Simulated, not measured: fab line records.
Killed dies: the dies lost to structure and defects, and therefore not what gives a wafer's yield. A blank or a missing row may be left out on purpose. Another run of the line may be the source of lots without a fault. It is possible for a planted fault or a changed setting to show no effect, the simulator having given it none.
One fault seen from 2 desks | flow n5-finfet | each desk has only its own numbers; what lay behind them comes last

## THE TOOL OWNER'S DESK: cmp-02
The tool's own readings at N5_BEOL_M11_CMP_52 (polishes, stops on SiCOH lowk, t overpolish 7 s, target thk 140 nm): means of the sampled wafers that have a number, for each lot that ran on this tool. The brackets show how far a lot's mean lies from the usual mean; more than 4 standard deviations puts the lot out of limits, marked OUT.
Columns: A = barrier-field-endpoint-s at N5_BEOL_M11_CMP_52, usual 28.5 s; B = motor-current-A at N5_BEOL_M11_CMP_52, usual 6.0 A; C = overpolish-run-s at N5_BEOL_M11_CMP_52, usual 6.999 s; D = time-to-endpoint-s at N5_BEOL_M11_CMP_52, usual 65 s
lot  | first seen here | A               | B   | C     | D
L192 | day 10 08:31    | 27.7            | 6.2 | 6.993 | 62
L195 | day 11 14:22    | 28.3            | 5.7 | 6.999 | 66
L198 | day 12 01:20    | 28.1            | 5.9 | 6.993 | 62
L199 | day 12 11:38    | 23.5 (-6.8) OUT | 5.8 | 6.996 | 52
L200 | day 13 00:12    | 24.6 (-5.3) OUT | 5.4 | 7.001 | 54
L202 | day 13 14:02    | 24.1 (-6.0) OUT | 5.6 | 7.009 | 55
L213 | day 15 21:22    | 28.6            | 5.9 | 7.006 | 67
This desk finds L199, L200, L202 out of limits, L199 being first, at day 12 11:38 (barrier-field-endpoint-s at N5_BEOL_M11_CMP_52). L192, L195, L198, L213 stayed within limits.

## AT THE METROLOGY DESK
What the gauges read, lot by lot, whatever tool the lot ran on: means of the sampled wafers that have a number. The brackets show how far a lot's mean lies from the usual mean; more than 4 standard deviations puts the lot out of limits, marked OUT.
Columns: A = cd-nm at N5_BEOL_M11_CD_MEAS_18, usual 69.8 nm
lot  | first seen here | A
L192 | day 10 04:10    | 69.3
L194 | day 10 17:40    | 69.3
L195 | day 11 06:34    | 69.4
L198 | day 11 22:16    | 69.7
L199 | day 12 05:44    | 69.3
L200 | day 12 19:04    | 69.5
L202 | day 13 10:00    | 70.1
L204 | day 13 10:08    | 70.0
L213 | day 15 15:35    | 69.5
L212 | day 15 23:44    | 70.1
L214 | day 16 11:14    | 70.1
This desk found nothing out of limits on any of the 11 lots.

## PUT TOGETHER
The tool owner's desk had the chance to raise an alarm at day 12 11:38 on L199, L200, L202.
Nothing out of limits was seen by the metrology desk.
The metrology desk holds a record of L199, L200, L202, inside its limits.
The lots listed all ran N5_BEOL_M11_CMP_52 on cmp-02.

## WHAT HAD BEEN PUT IN BY THE SIMULATOR
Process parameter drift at N5_BEOL_M11_CMP_52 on cmp-02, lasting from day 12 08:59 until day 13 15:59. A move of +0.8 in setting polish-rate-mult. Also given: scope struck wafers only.
Struck lots among those shown: L199, L200, L202.
Each desk's first reading out of limits, in hours after the fault started: the tool owner's desk, 3.
